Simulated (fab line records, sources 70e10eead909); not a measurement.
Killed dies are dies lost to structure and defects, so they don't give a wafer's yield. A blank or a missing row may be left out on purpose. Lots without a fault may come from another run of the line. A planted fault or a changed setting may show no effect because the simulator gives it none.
Which tool did it? | flow nand_harc | 13 lots, 39 wafers sampled, at 6 steps of a route of 1159

WHAT THE GAUGES READ, wafer by wafer
NHARC_P_GATE_CD_MEAS_91: target cd 2000 nm.
lot  | measured    | on        | cd_nm (nm)
L968 | day 5 06:10 | cd_sem-02 | 2000.1 1999.7 2000.1
L969 | day 5 14:02 | cd_sem-01 | 1999.7 1997.8 1998.9
L970 | day 5 22:44 | cd_sem-03 | 1997.6 1998.7 2000.7
L971 | day 5 23:31 | cd_sem-01 | 2002.3 1997.7 2000.8
L973 | day 6 12:56 | cd_sem-01 | 1997.6 1999.0 1997.6
L972 | day 6 13:19 | cd_sem-02 | 1999.2 1999.6 2001.0
L975 | day 7 07:21 | cd_sem-01 | 2001.8 1998.8 2001.1
L974 | day 7 07:40 | cd_sem-02 | 2000.0 1998.7 1998.3
L977 | day 7 15:35 | cd_sem-03 | 2002.0 2002.2 2001.9
L979 | day 8 00:09 | cd_sem-03 | 1999.5 2000.8 2000.7
L978 | day 8 03:04 | cd_sem-02 | 1998.2 1999.8 2001.9
L981 | day 8 18:05 | cd_sem-01 | 1999.6 2000.6 2001.6
L982 | day 9 00:50 | cd_sem-03 | - - -

NHARC_END_SORT_01.
lot  | measured     | on        | killed_at_array | killed_at_other | killed_at_periphery | killed_dies | killed_open | killed_short
L982 | day 22 09:38 | prober-02 | 40 46 32        | 1 0 0           | 636 631 645         | 677 677 677 | 4 4 1       | 3 4 4

WHICH TOOL RAN EACH LOT (tool, then ch and the chambers of the sampled wafers, then the start)
lot  | NHARC_P_GATE_STRIP_76               | NHARC_P_GATE_EXPOSE_88           | NHARC_P_GATE_RTA_82             | NHARC_P_CONTACT_DEP_30
L968 | plasma_asher-02 ch 0,1, day 5 05:15 | krf_scanner-04 ch 0, day 5 06:00 | rtp_anneal-01 ch 0, day 5 10:29 | pecvd-01 ch 0,2, day 5 10:46
L969 | plasma_asher-01 ch 0,1, day 5 13:07 | krf_scanner-02 ch 0, day 5 13:52 | rtp_anneal-01 ch 0, day 5 16:55 | pecvd-02 ch 0,1, day 5 17:10
L970 | plasma_asher-02 ch 0,1, day 5 21:49 | krf_scanner-04 ch 0, day 5 22:35 | rtp_anneal-01 ch 0, day 6 01:50 | pecvd-01 ch 0,1,2, day 6 02:08
L971 | plasma_asher-02 ch 0,1, day 5 22:37 | krf_scanner-02 ch 0, day 5 23:22 | rtp_anneal-02 ch 0, day 6 02:37 | pecvd-01 ch 0,1, day 6 02:53
L973 | plasma_asher-02 ch 0,1, day 6 12:02 | krf_scanner-01 ch 0, day 6 12:47 | rtp_anneal-01 ch 0, day 6 16:17 | pecvd-03 ch 0,1,2, day 6 16:34
L972 | plasma_asher-01 ch 0,1, day 6 12:22 | krf_scanner-02 ch 0, day 6 13:10 | rtp_anneal-02 ch 0, day 6 16:28 | pecvd-02 ch 0,1,2, day 6 16:55
L975 | plasma_asher-02 ch 0,1, day 7 06:26 | krf_scanner-01 ch 0, day 7 07:12 | rtp_anneal-02 ch 0, day 7 10:27 | pecvd-01 ch 0,2, day 7 10:44
L974 | plasma_asher-01 ch 0,1, day 7 06:44 | krf_scanner-04 ch 0, day 7 07:30 | rtp_anneal-02 ch 0, day 7 11:13 | pecvd-01 ch 0,1,2, day 7 11:29
L977 | plasma_asher-01 ch 0,1, day 7 14:40 | krf_scanner-02 ch 0, day 7 15:25 | rtp_anneal-02 ch 0, day 7 18:31 | pecvd-01 ch 1,2, day 7 18:51
L979 | plasma_asher-02 ch 0,1, day 7 23:21 | krf_scanner-02 ch 0, day 8 00:00 | rtp_anneal-01 ch 0, day 8 03:05 | pecvd-02 ch 0,1, day 8 03:23
L978 | plasma_asher-01 ch 0,1, day 8 02:10 | krf_scanner-01 ch 0, day 8 02:55 | rtp_anneal-02 ch 0, day 8 06:20 | pecvd-01 ch 0,1,2, day 8 06:38
L981 | plasma_asher-01 ch 0,1, day 8 17:16 | krf_scanner-02 ch 0, day 8 17:55 | rtp_anneal-02 ch 0, day 8 22:17 | pecvd-01 ch 0,1,2, day 8 22:35
L982 | plasma_asher-01 ch 0,1, day 8 23:55 | krf_scanner-01 ch 0, day 9 00:41 | rtp_anneal-01 ch 0, day 9 03:44 | -
- NHARC_P_GATE_STRIP_76: strips in O2.
- NHARC_P_GATE_EXPOSE_88: exposes mask P HVN, target cd 2000 nm.
- NHARC_P_GATE_RTA_82: time 30 s.
- NHARC_P_CONTACT_DEP_30: deposits SiNx, target thk 30 nm.

WHAT THE TOOLS THEMSELVES READ (means of the sampled wafers that have a number; where no wafer has one, the mark that the record gives instead)
NHARC_P_GATE_STRIP_76.
lot  | tool            | drypump_motor_current_A (A) | heater_power_w (W)
L968 | plasma_asher-02 | 5.65                        | 341
L969 | plasma_asher-01 | 5.47                        | 329
L970 | plasma_asher-02 | 5.64                        | 339
L971 | plasma_asher-02 | 5.52                        | 331
L973 | plasma_asher-02 | 5.53                        | 338
L972 | plasma_asher-01 | 5.62                        | 322
L975 | plasma_asher-02 | 5.63                        | 346
L974 | plasma_asher-01 | 5.46                        | 335
L977 | plasma_asher-01 | 5.48                        | 329
L979 | plasma_asher-02 | 5.63                        | 344
L978 | plasma_asher-01 | 5.64                        | 323
L981 | plasma_asher-01 | 5.63                        | 319
L982 | plasma_asher-01 | 5.63                        | 321

NHARC_P_GATE_RTA_82.
lot  | tool          | lamp_power_pct (%) | wafer_temp_C_max
L968 | rtp_anneal-01 | 3.838              | 452.9
L969 | rtp_anneal-01 | 3.838              | 452.6
L970 | rtp_anneal-01 | 3.836              | 453.2
L971 | rtp_anneal-02 | 3.887              | 452.2
L973 | rtp_anneal-01 | 3.837              | 452.6
L972 | rtp_anneal-02 | 3.880              | 451.9
L975 | rtp_anneal-02 | 3.883              | 452.2
L974 | rtp_anneal-02 | 3.883              | 452.1
L977 | rtp_anneal-02 | 3.886              | 451.9
L979 | rtp_anneal-01 | 3.834              | 451.8
L978 | rtp_anneal-02 | 3.885              | 451.6
L981 | rtp_anneal-02 | 3.883              | 452.1
L982 | rtp_anneal-01 | 3.840              | 452.4

NHARC_P_CONTACT_DEP_30.
lot  | tool     | heater_power_w (W)
L968 | pecvd-01 | 709
L969 | pecvd-02 | 666
L970 | pecvd-01 | 759
L971 | pecvd-01 | 574
L973 | pecvd-03 | 684
L972 | pecvd-02 | 704
L975 | pecvd-01 | 768
L974 | pecvd-01 | 755
L977 | pecvd-01 | 815
L979 | pecvd-02 | 734
L978 | pecvd-01 | 747
L981 | pecvd-01 | 717

THE ANSWER, worked out from the rows above alone
Rule: what is usual is taken from the lots themselves. Put in order of their means at a reading, lots are off if they are a third of the lots or fewer, leave a main group of 4 or more, and stand apart from it by a gap of 3 or more times the standard deviation of the main group's means; of several such gaps the widest counts. A main group whose means are all the same, to the digits that the tables above print for the reading, isn't used. A lot without any number at a reading at which 4 lots or more have one is off too. The other lots that the step has rows for count as sound. The gauges are gone through in route order, then the tools' own readings, and for those a lot's mean is taken as printed above. The first step at which some lot is off is used, and at that step the reading that is off furthest; a lot without a number counts as furthest.
Off: L982, at NHARC_P_GATE_CD_MEAS_91 (cd_nm). Without a number there: L982. The main group: mean 1999.9 nm, standard deviation 1.
A tool fits if, at a process step before that reading, it ran every lot that is off, and no sound lot after the first of them. The gauges at NHARC_P_GATE_CD_MEAS_91 are tried like those tools. Can't be told from this: 3 tools fit, plasma_asher-01 at NHARC_P_GATE_STRIP_76, krf_scanner-01 at NHARC_P_GATE_EXPOSE_88, cd_sem-03 at NHARC_P_GATE_CD_MEAS_91.

WHAT THE SIMULATOR HAD PUT IN
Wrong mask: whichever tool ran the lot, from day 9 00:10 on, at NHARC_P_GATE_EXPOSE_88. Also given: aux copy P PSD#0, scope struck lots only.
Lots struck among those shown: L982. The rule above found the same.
